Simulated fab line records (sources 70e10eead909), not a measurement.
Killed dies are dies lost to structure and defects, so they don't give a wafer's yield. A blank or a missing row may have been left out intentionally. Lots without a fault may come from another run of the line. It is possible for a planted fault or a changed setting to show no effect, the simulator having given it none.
A lot that was struck, set against a sound lot    flow nand-harc    13 out of 1302 route steps
Sound: wafers L483.2, L483.3, L483.6. The struck wafers were L475.1, L475.2, L475.4. At the end, the cause is stated.
For every step that has rows: the tool of each side, followed by ch and its chambers, followed by its first start. Under that, the readings that differ: sound wafers    struck wafers    difference of the means    sigmas: that difference in standard deviations of wafers without a fault.
alike: a reading whose means differ by less than 2 such deviations, as well as words and numbers matching on both sides. not compared: withheld readings; readings where some wafer has no value; bounds like >300 that might hide an equal value; numbers whose values overlap and for which the record gives no deviation.
The two part at a step that has a row with sigmas, a row that says differs or no value, or rows on one side only. Non-overlapping numbers with no deviation appear without sigmas and do not part them. A reading missing from all wafers of one side parts the sides only when that side holds two or more wafers.

NHARC_A_CHANNEL_FILL_D2_ALD_15: deposits SiNx, target thk 2 nm, pulse time 60 s, ald cycles 19.
  sound: ald-sin-batch-03 ch 0; struck: ald-sin-batch-02 ch 0
  alike: chamber-pressure-Torr, precursor-pulse-height-rel
NHARC_A_CHANNEL_FILL_D2_ALD_16: deposits SiO2, target thk 1.5 nm, pulse time 10 s, ald cycles 15.
  sound on ald-hk-04 ch 1,2,3, day 23 06:11; struck on ald-hk-01 ch 0,2,3, day 19 11:10
  alike: heater-power-outer-w, heater-power-w, precursor-pulse-height-rel
then, 2 steps without rows for these wafers: NHARC_A_CHANNEL_FILL_D2_ANNEAL_17 (time 1800 s); NHARC_A_CHANNEL_FILL_D2_CVD_18 (deposits poly-Si, target thk 3 nm).
NHARC_A_CHANNEL_FILL_D2_ETCHBACK_19: etches the open film in HBr/Cl2, target depth 5 nm, time 1.7 s.
  sound on rie-si-03 ch 0,1,3, day 23 18:04; struck on rie-si-04 ch 0,1,3, day 19 23:48
reading                sound              struck             difference  sigmas
oes-product-au (a.u.)  0.979 0.993 0.999  1.024 1.014 1.006  +0.024      +2
  alike: drypump-motor-current-A, he-backside-leak-sccm, mfc-cl2-sccm, throttle-valve-pct
  not compared: rf-hours-counter-h
NHARC_A_CHANNEL_FILL_D2_ETCHBACK_20: etches the open film in C4F8/O2/Ar, target depth 27 nm, time 13.5 s.
  sound on rie-diel-05 ch 0,2,3, day 23 18:12; struck on rie-diel-03 ch 0,2, day 19 23:55
reading                sound              struck             difference  sigmas
oes-product-au (a.u.)  0.963 0.959 0.953  1.004 0.989 1.001  +0.040      +2
  alike: rf-vpp-V
  not compared: rf-hours-counter-h
NHARC_A_CHANNEL_FILL_D2_STRIP_28: strips in O2, time 20 s.
  sound on rie-diel-05 ch 0,1,2, day 23 18:17; struck on rie-diel-03 ch 0,2,3, day 20 00:02
  alike: drypump-motor-current-A, oes-product-au, rf-vpp-V, showerhead-plenum-p-Torr, throttle-valve-pct
  not compared: rf-hours-counter-h
then, 4 steps without rows for these wafers: NHARC_A_CHANNEL_FILL_D2_PRECLEAN_21 (cleans in dHF, time 30 s); NHARC_A_CHANNEL_FILL_D2_SRD_23; NHARC_A_CHANNEL_FILL_D2_CVD_05 (deposits poly-Si, target thk 5 nm); NHARC_A_CHANNEL_FILL_D2_ANNEAL_22 (time 7200 s).
NHARC_A_CHANNEL_FILL_D2_ALD_25: deposits SiOx, target thk 60 nm, pulse time 10 s, ald cycles 600.
  sound on ald-hk-01 ch 1,2, day 24 06:01; struck on ald-hk-02 ch 0,1,3, day 20 11:52
  no value came back on the struck wafers for ald-cycles, heater-power-outer-w (W), heater-power-w (W), precursor-pulse-height-rel; on the sound wafers ald-cycles reads 600 600 600
then, 1 step without rows for these wafers: NHARC_A_CHANNEL_FILL_D2_ETCHBACK_08 (etches the open film in C4F8, target depth 220 nm, time 110 s).

== WHERE THEY PART ==
Last at NHARC_A_CHANNEL_FILL_D2_ALD_25 as far as this record goes, first at NHARC_A_CHANNEL_FILL_D2_ETCHBACK_19.

WHY: whatever the simulator had introduced
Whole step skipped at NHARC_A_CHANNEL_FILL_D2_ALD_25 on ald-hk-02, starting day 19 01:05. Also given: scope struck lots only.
